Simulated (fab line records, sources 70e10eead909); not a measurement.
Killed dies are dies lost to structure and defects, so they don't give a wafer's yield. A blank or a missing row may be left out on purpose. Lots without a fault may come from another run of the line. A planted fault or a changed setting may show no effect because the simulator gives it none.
Problem report in the 8D (eight disciplines) form, filled by code | flow nand_harc | the parts of the form that need people (team, actions taken, sign-off) are left out

1. THE PROBLEM
killed_at_array at NHARC_END_SORT_01 reads a mean of 668 on 4 wafers of 3 lots; wafers without a fault read 28 with a standard deviation of 11. That is +58 standard deviations from the usual mean.
First seen on wafer L190.4, day 21 04:46, on prober-02. The record holds 7 wafers of 3 lots with a number at this step. Rule for "out", or "out of limits": more than 4 standard deviations from the usual mean. The other wafers with a number count as sound.

2. WHAT IT IS AND WHAT IT IS NOT
question                    | is                             | is not
which readings at this step | killed_at_array, killed_dies   | killed_at_other, killed_at_periphery, killed_open, killed_short
which lots                  | L187, L190, L192               | -
which wafers of those lots  | L187.2, L187.4, L190.4, L192.4 | L187.3, L190.5, L192.1
read on which gauges        | prober-01, prober-02           | -
when                        | from day 21 04:46              | up to then (0 sound wafers); but 3 sound wafers of L187, L190, L192 came after

3. SUSPECTS, AND WHAT RULES EACH OUT
Counting: a tool at a process step up to the reading stays a suspect if it ran every lot that is out. Sound lots after the first of them don't rule it out here, since some wafers of a struck lot are sound.
- the gauge at NHARC_END_SORT_01: ruled out. The wafers that are out were read on 2 gauges (prober-01, prober-02).
- rie_diel-09 at NHARC_A_CONTACT_ETCH_89 (etches the open film in N2/H2, target depth 260 nm, time 475.3 s): kept. It ran every lot that is out, first L187 (day 18 20:24). NHARC_A_CONTACT_ETCH_89 gives no start for some lots, so the hours and the order of its lots are those of NHARC_A_CONTACT_ETCH_31.
- rie_diel-09 at NHARC_A_CONTACT_ETCH_31 (etches the open film in O2/COS, target depth 2000 nm, time 520 s): kept. It ran every lot that is out, first L187 (day 18 20:24). Its own readings are out on those wafers: run_length_s.
Left after counting: rie_diel-09 at NHARC_A_CONTACT_ETCH_89, rie_diel-09 at NHARC_A_CONTACT_ETCH_31.

4. THE CAUSE (what the simulator had put in)
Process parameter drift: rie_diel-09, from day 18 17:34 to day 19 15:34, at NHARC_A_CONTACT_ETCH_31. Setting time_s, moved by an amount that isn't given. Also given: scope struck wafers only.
Counting left 2 suspects, and this tool is among them.

5. THE CHAIN OF EFFECTS, in route order
Each row: a reading whose mean over the struck wafers that have a number lies more than 3 standard deviations from the usual. Only readings for which the record gives a usual standard deviation are gone through. hours: the time from each lot's start at the first step in this table that gives one to its start at this step, as a median over the lots. sigmas: the change in usual standard deviations.
hours | step                    | reading         | usual   | on struck wafers | change | sigmas
0     | NHARC_A_CONTACT_ETCH_31 | run_length_s    | 541.4 s | 402.4            | -138.9 | -99 or more
54    | NHARC_END_SORT_01       | killed_at_array | 28      | 668              | +640   | +58
54    | NHARC_END_SORT_01       | killed_dies     | 32      | 671              | +639   | +53
The process steps in it:
- NHARC_A_CONTACT_ETCH_31: etches the open film in O2/COS, target depth 2000 nm, time 520 s.

6. WHAT WOULD HAVE CAUGHT IT SOONER
In this record the first reading out of limits at a measuring or inspecting step was taken at day 21 04:46, 59 hours after the fault began at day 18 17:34.
The tool's own readings at NHARC_A_CONTACT_ETCH_31 were out on every struck wafer that the step has a row for (run_length_s): an alarm limit on them would have fired on the first of those.
All the lots that are out (3) had begun NHARC_A_CONTACT_ETCH_31 on rie_diel-09 by day 21 04:46. A hold on the tool at that time would have spared none of them.
